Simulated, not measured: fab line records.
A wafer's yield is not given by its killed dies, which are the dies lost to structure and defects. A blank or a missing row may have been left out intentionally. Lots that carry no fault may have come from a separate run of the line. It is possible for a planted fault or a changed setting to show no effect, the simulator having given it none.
What tool caused it?    flow n5-finfet    24 lots with 72 wafers sampled at 6 steps, on a route of 1938 steps

== WHAT THE GAUGES SHOWED, per wafer ==
N5_BEOL_M3_CD_MEAS_18: pitch 36 nm, target cd 18 nm.
lot   measured      on         cd-nm (nm)
L075  day 7 00:44   cd-sem-02  17.6 17.9 17.4
L074  day 7 06:46   cd-sem-02  18.4 17.5 18.4
L076  day 7 13:03   cd-sem-01  18.3 18.1 17.1
L077  day 7 19:55   cd-sem-01  17.3 17.6 17.2
L079  day 8 06:23   cd-sem-02  17.6 18.4 18.7
L078  day 8 07:15   cd-sem-03  17.9 18.3 17.9
L080  day 8 14:24   cd-sem-03  17.9 18.0 17.8
L081  day 8 20:13   cd-sem-03  18.2 17.9 18.0
L082  day 9 02:08   cd-sem-03  17.9 18.2 17.9
L083  day 9 06:04   cd-sem-02  18.0 17.6 17.9
L084  day 9 17:55   cd-sem-02  18.1 18.2 18.2
L087  day 10 11:16  cd-sem-01  17.5 18.1 17.7
L085  day 10 15:55  cd-sem-03  18.1 18.5 18.2
L086  day 10 16:19  cd-sem-01  17.7 18.4 18.5
L088  day 11 06:22  cd-sem-03  18.1 18.2 18.3
L089  day 11 07:28  cd-sem-03  18.0 18.1 18.2
L091  day 11 09:19  cd-sem-02  18.1 18.7 18.9
L090  day 11 09:25  cd-sem-03  18.2 18.4 17.8
L092  day 11 13:17  cd-sem-01  18.3 18.5 17.6
L093  day 11 17:34  cd-sem-03  17.4 18.4 17.8
L094  day 11 22:14  cd-sem-03  18.7 18.2 17.9
L095  day 12 08:53  cd-sem-03  18.3 18.5 18.8
L096  day 12 12:08  cd-sem-03  18.0 18.5 18.1
L097  day 13 09:36  cd-sem-03  17.5 17.6 18.6

== TOOL THAT RAN EACH LOT (tool first, then ch and the chambers of the sampled wafers, then the start) ==
lot   N5_BEOL_M2_ETCH_41                             N5_BEOL_M2_ALD_84                    N5_BEOL_M2_ANNEAL_49          N5_BEOL_M2_ANNEAL_89          N5_BEOL_M3_ETCH_64
L075  rie-diel-04 ch 0,1,2, day 6 19:25 or earlier   ald-metal-01 ch 0,2, day 6 19:25     pvd-sputter-03, day 6 19:56   pvd-sputter-03, day 6 20:49   rie-diel-02 ch 1,3, day 7 00:23
L074  rie-diel-05 ch 0,1,3, day 7 01:10 or earlier   ald-metal-04 ch 0,1,3, day 7 01:10   pvd-sputter-02, day 7 01:59   pvd-sputter-02, day 7 02:52   rie-diel-01 ch 0,1,2, day 7 06:11
L076  rie-diel-05 ch 2,3, day 7 06:01 or earlier     ald-metal-02 ch 2,3, day 7 06:01     pvd-sputter-01, day 7 06:36   pvd-sputter-01, day 7 07:29   rie-diel-01 ch 2,3, day 7 12:42
L077  rie-diel-04 ch 1,2, day 7 14:31 or earlier     ald-metal-04 ch 0,1,2, day 7 14:31   pvd-sputter-02, day 7 15:14   pvd-sputter-02, day 7 16:07   rie-diel-06 ch 2,3, day 7 19:33
L079  rie-diel-03 ch 0,3, day 8 00:11 or earlier     ald-metal-02 ch 0,1,2, day 8 00:11   pvd-sputter-01, day 8 00:52   pvd-sputter-01, day 8 01:44   rie-diel-06 ch 0,2, day 8 06:02
L078  rie-diel-05 ch 0,2, day 8 01:20 or earlier     ald-metal-01 ch 1,3, day 8 01:20     pvd-sputter-01, day 8 02:42   pvd-sputter-01, day 8 03:35   rie-diel-06 ch 0,3, day 8 06:54
L080  rie-diel-04 ch 0,1, day 8 07:22 or earlier     ald-metal-04 ch 0,2,3, day 8 07:22   pvd-sputter-01, day 8 08:38   pvd-sputter-01, day 8 09:31   rie-diel-02 ch 0,2,3, day 8 14:02
L081  rie-diel-04 ch 0,3, day 8 13:59 or earlier     ald-metal-02 ch 0,1, day 8 13:59     pvd-sputter-02, day 8 14:36   pvd-sputter-02, day 8 15:29   rie-diel-02 ch 0,2,3, day 8 19:50
L082  rie-diel-03 ch 1,2, day 8 20:42 or earlier     ald-metal-01 ch 0,1,2, day 8 20:42   pvd-sputter-03, day 8 21:38   pvd-sputter-03, day 8 22:31   rie-diel-06 ch 0,1,2, day 9 01:47
L083  rie-diel-04 ch 1,2,3, day 9 00:33 or earlier   ald-metal-02 ch 0,1,3, day 9 00:33   pvd-sputter-01, day 9 01:14   pvd-sputter-01, day 9 02:07   rie-diel-02 ch 0,1, day 9 05:43
L084  rie-diel-03 ch 1,2,3, day 9 12:29 or earlier   ald-metal-04 ch 0,2,3, day 9 12:29   pvd-sputter-03, day 9 13:07   pvd-sputter-03, day 9 13:59   rie-diel-06 ch 0,3, day 9 17:34
L087  rie-diel-03 ch 0,3, day 10 05:39 or earlier    ald-metal-04 ch 0,1,2, day 10 05:39  pvd-sputter-03, day 10 06:56  pvd-sputter-03, day 10 07:52  rie-diel-02 ch 0,3, day 10 10:55
L085  rie-diel-04 ch 1,2,3, day 10 11:18 or earlier  ald-metal-04 ch 0,1,3, day 10 11:18  pvd-sputter-02, day 10 11:53  pvd-sputter-02, day 10 12:46  rie-diel-02 ch 0,1,3, day 10 15:29
L086  rie-diel-03 ch 1,3, day 10 11:23 or earlier    ald-metal-01 ch 1,2,3, day 10 11:23  pvd-sputter-03, day 10 12:04  pvd-sputter-03, day 10 13:03  rie-diel-01 ch 2,3, day 10 15:58
L088  rie-diel-03 ch 0,1,3, day 11 00:08 or earlier  ald-metal-01 ch 1,2,3, day 11 00:08  pvd-sputter-02, day 11 00:50  pvd-sputter-02, day 11 01:43  rie-diel-01 ch 1,2,3, day 11 05:55
L089  rie-diel-05 ch 1,2,3, day 11 02:41 or earlier  ald-metal-01 ch 0,2, day 11 02:41    pvd-sputter-03, day 11 03:13  pvd-sputter-03, day 11 04:06  rie-diel-02 ch 1,2, day 11 07:07
L091  rie-diel-03 ch 0,1,2, day 11 03:16 or earlier  ald-metal-01 ch 0,2,3, day 11 03:16  pvd-sputter-01, day 11 04:00  pvd-sputter-01, day 11 04:53  rie-diel-01 ch 2,3, day 11 08:58
L090  rie-diel-05 ch 1,2, day 11 03:21 or earlier    ald-metal-04 ch 0,1,2, day 11 03:21  pvd-sputter-03, day 11 05:04  pvd-sputter-03, day 11 05:56  rie-diel-06 ch 0,2, day 11 09:02
L092  rie-diel-05 ch 1,2, day 11 08:41 or earlier    ald-metal-04 ch 0,1, day 11 08:41    pvd-sputter-02, day 11 09:21  pvd-sputter-02, day 11 10:14  rie-diel-01 ch 1,2,3, day 11 12:56
L093  rie-diel-04 ch 0,1,2, day 11 11:53 or earlier  ald-metal-04 ch 1,2,3, day 11 11:53  pvd-sputter-02, day 11 12:43  pvd-sputter-02, day 11 13:35  rie-diel-06 ch 0,2,3, day 11 17:13
L094  rie-diel-05 ch 0,3, day 11 16:46 or earlier    ald-metal-02 ch 0,3, day 11 16:46    pvd-sputter-03, day 11 17:20  pvd-sputter-03, day 11 18:13  rie-diel-01 ch 1,2, day 11 21:53
L095  rie-diel-04 ch 1,2, day 12 00:40 or earlier    ald-metal-01 ch 1,2, day 12 00:40    pvd-sputter-01, day 12 02:46  pvd-sputter-01, day 12 03:39  rie-diel-06 ch 0,1, day 12 08:31
L096  rie-diel-05 ch 0,3, day 12 06:06 or earlier    ald-metal-02 ch 0,1,2, day 12 06:06  pvd-sputter-02, day 12 06:47  pvd-sputter-02, day 12 07:40  rie-diel-02 ch 0,1,2, day 12 11:40
L097  rie-diel-05 ch 0,1,2, day 13 04:14 or earlier  ald-metal-04 ch 0,2, day 13 04:14    pvd-sputter-02, day 13 05:01  pvd-sputter-02, day 13 05:54  rie-diel-06 ch 1,2,3, day 13 09:09
- N5_BEOL_M2_ETCH_41: etches SiCN in CH3F/O2, target depth 29.9 nm, time 52.5 s.
- N5_BEOL_M2_ALD_84: deposits TaN, pulse time 2 s, purge time 3 s, co reactant purge time 2 s.
- N5_BEOL_M2_ANNEAL_49: time 240 s.
- N5_BEOL_M2_ANNEAL_89: time 240 s.
- N5_BEOL_M3_ETCH_64: etches SOC in N2/H2, target depth 75 nm, overetch 15 nm, time 112.5 s.

== AS READ BY THE TOOLS THEMSELVES (means over the sampled wafers that have a number; for cases with no such wafer, the mark the record gives instead) ==
N5_BEOL_M2_ETCH_41.
lot   tool         drypump-motor-current-A (A)  oes-product-au (a.u.)  rf-vpp-V (V)  showerhead-plenum-p-Torr (Torr)  throttle-valve-pct (%)
L075  rie-diel-04  5.2                          0.89                   297.2         1.98                             16.29
L074  rie-diel-05  5.7                          0.80                   296.1         1.98                             16.45
L076  rie-diel-05  5.5                          0.74                   297.4         2.00                             16.37
L077  rie-diel-04  5.4                          0.89                   296.1         1.95                             16.34
L079  rie-diel-03  5.7                          0.75                   297.6         2.00                             16.44
L078  rie-diel-05  5.5                          0.74                   297.4         1.97                             16.29
L080  rie-diel-04  5.0                          0.85                   296.3         2.01                             16.29
L081  rie-diel-04  5.3                          0.80                   297.7         2.04                             16.26
L082  rie-diel-03  6.0                          0.77                   299.3         2.02                             16.39
L083  rie-diel-04  5.7                          0.82                   298.0         1.98                             16.39
L084  rie-diel-03  5.7                          0.80                   298.8         2.03                             16.38
L087  rie-diel-03  5.6                          0.92                   297.7         2.02                             16.20
L085  rie-diel-04  5.7                          0.81                   297.2         1.98                             16.41
L086  rie-diel-03  5.8                          0.86                   297.7         2.03                             16.29
L088  rie-diel-03  5.9                          0.86                   297.3         2.01                             16.24
L089  rie-diel-05  5.4                          0.78                   297.6         2.01                             16.46
L091  rie-diel-03  5.8                          0.91                   297.8         2.00                             16.16
L090  rie-diel-05  5.3                          0.78                   297.5         2.02                             16.34
L092  rie-diel-05  5.3                          0.83                   297.4         2.03                             16.39
L093  rie-diel-04  5.2                          0.84                   296.7         1.97                             16.38
L094  rie-diel-05  5.9                          0.69                   296.2         1.92                             16.50
L095  rie-diel-04  5.4                          0.85                   295.7         1.94                             16.40
L096  rie-diel-05  5.9                          0.69                   295.4         1.91                             16.50
L097  rie-diel-05  5.5                          0.75                   296.4         1.97                             16.41

N5_BEOL_M2_ALD_84.
lot   tool          heater-power-w (W)
L075  ald-metal-01  397
L074  ald-metal-04  415
L076  ald-metal-02  437
L077  ald-metal-04  388
L079  ald-metal-02  435
L078  ald-metal-01  402
L080  ald-metal-04  406
L081  ald-metal-02  442
L082  ald-metal-01  401
L083  ald-metal-02  426
L084  ald-metal-04  411
L087  ald-metal-04  403
L085  ald-metal-04  421
L086  ald-metal-01  411
L088  ald-metal-01  408
L089  ald-metal-01  399
L091  ald-metal-01  405
L090  ald-metal-04  393
L092  ald-metal-04  409
L093  ald-metal-04  399
L094  ald-metal-02  441
L095  ald-metal-01  412
L096  ald-metal-02  438
L097  ald-metal-04  379

N5_BEOL_M2_ANNEAL_49.
lot   tool            heater-power-w (W)
L075  pvd-sputter-03  848
L074  pvd-sputter-02  759
L076  pvd-sputter-01  755
L077  pvd-sputter-02  808
L079  pvd-sputter-01  811
L078  pvd-sputter-01  843
L080  pvd-sputter-01  815
L081  pvd-sputter-02  827
L082  pvd-sputter-03  853
L083  pvd-sputter-01  808
L084  pvd-sputter-03  854
L087  pvd-sputter-03  800
L085  pvd-sputter-02  828
L086  pvd-sputter-03  832
L088  pvd-sputter-02  785
L089  pvd-sputter-03  862
L091  pvd-sputter-01  795
L090  pvd-sputter-03  849
L092  pvd-sputter-02  761
L093  pvd-sputter-02  758
L094  pvd-sputter-03  851
L095  pvd-sputter-01  812
L096  pvd-sputter-02  759
L097  pvd-sputter-02  840

N5_BEOL_M2_ANNEAL_89.
lot   tool            heater-power-w (W)
L075  pvd-sputter-03  851
L074  pvd-sputter-02  763
L076  pvd-sputter-01  761
L077  pvd-sputter-02  810
L079  pvd-sputter-01  819
L078  pvd-sputter-01  839
L080  pvd-sputter-01  804
L081  pvd-sputter-02  839
L082  pvd-sputter-03  852
L083  pvd-sputter-01  802
L084  pvd-sputter-03  845
L087  pvd-sputter-03  805
L085  pvd-sputter-02  824
L086  pvd-sputter-03  837
L088  pvd-sputter-02  806
L089  pvd-sputter-03  854
L091  pvd-sputter-01  808
L090  pvd-sputter-03  844
L092  pvd-sputter-02  772
L093  pvd-sputter-02  785
L094  pvd-sputter-03  849
L095  pvd-sputter-01  801
L096  pvd-sputter-02  769
L097  pvd-sputter-02  836

N5_BEOL_M3_ETCH_64.
lot   tool         drypump-motor-current-A (A)  oes-product-au (a.u.)  rf-vpp-V (V)  showerhead-plenum-p-Torr (Torr)  throttle-valve-pct (%)
L075  rie-diel-02  5.8                          0.57                   523.0         2.51                             17.98
L074  rie-diel-01  5.5                          0.62                   525.8         2.58                             17.99
L076  rie-diel-01  5.6                          0.57                   523.0         2.52                             18.18
L077  rie-diel-06  4.9                          0.60                   521.6         2.45                             17.97
L079  rie-diel-06  5.2                          0.61                   526.2         2.63                             17.80
L078  rie-diel-06  5.0                          0.56                   523.0         2.48                             18.05
L080  rie-diel-02  5.8                          0.61                   525.2         2.55                             17.75
L081  rie-diel-02  5.8                          0.60                   525.2         2.55                             17.75
L082  rie-diel-06  5.5                          0.61                   525.8         2.62                             17.91
L083  rie-diel-02  5.9                          0.64                   524.5         2.54                             17.51
L084  rie-diel-06  5.0                          0.55                   522.2         2.48                             18.07
L087  rie-diel-02  5.9                          0.64                   524.9         2.54                             17.70
L085  rie-diel-02  5.9                          0.59                   523.9         2.52                             17.77
L086  rie-diel-01  5.4                          0.55                   523.7         2.50                             18.14
L088  rie-diel-01  5.5                          0.56                   524.6         2.55                             18.11
L089  rie-diel-02  5.7                          0.68                   524.9         2.55                             17.38
L091  rie-diel-01  5.7                          0.55                   522.6         2.51                             18.24
L090  rie-diel-06  5.1                          0.63                   525.3         2.60                             17.76
L092  rie-diel-01  5.5                          0.56                   524.0         2.55                             18.10
L093  rie-diel-06  5.1                          0.59                   523.3         2.53                             17.92
L094  rie-diel-01  5.6                          0.57                   525.3         2.59                             18.06
L095  rie-diel-06  5.8                          0.55                   526.4         2.63                             18.14
L096  rie-diel-02  5.8                          0.64                   525.2         2.54                             17.49
L097  rie-diel-06  5.3                          0.66                   525.3         2.63                             17.91

== THE ANSWER, worked out from the rows above alone ==
Rule: the lots themselves supply what counts as usual. The widest of any qualifying gaps counts: lots, ordered by their means at a reading, are off when they make up no more than a third of the lots, leave a main group of 4 or more, and stand apart from it by 3 or more times the standard deviation of that group's means. The tables above print the reading to a certain number of digits; a main group whose means all agree to those digits is not used. Also off: a lot with no number at a reading for which 4 or more lots have one. All remaining lots with rows at the step are treated as sound. After the gauges, taken in route order, come the tools' own readings; for these a lot's mean is taken, as printed above. At the first step where some lot is off, the reading lying furthest off is the one used; lots without a number count as furthest.
No lot is off on any of the readings shown, so nothing can be concluded from this.

== WHAT THE SIMULATOR PUT IN ==
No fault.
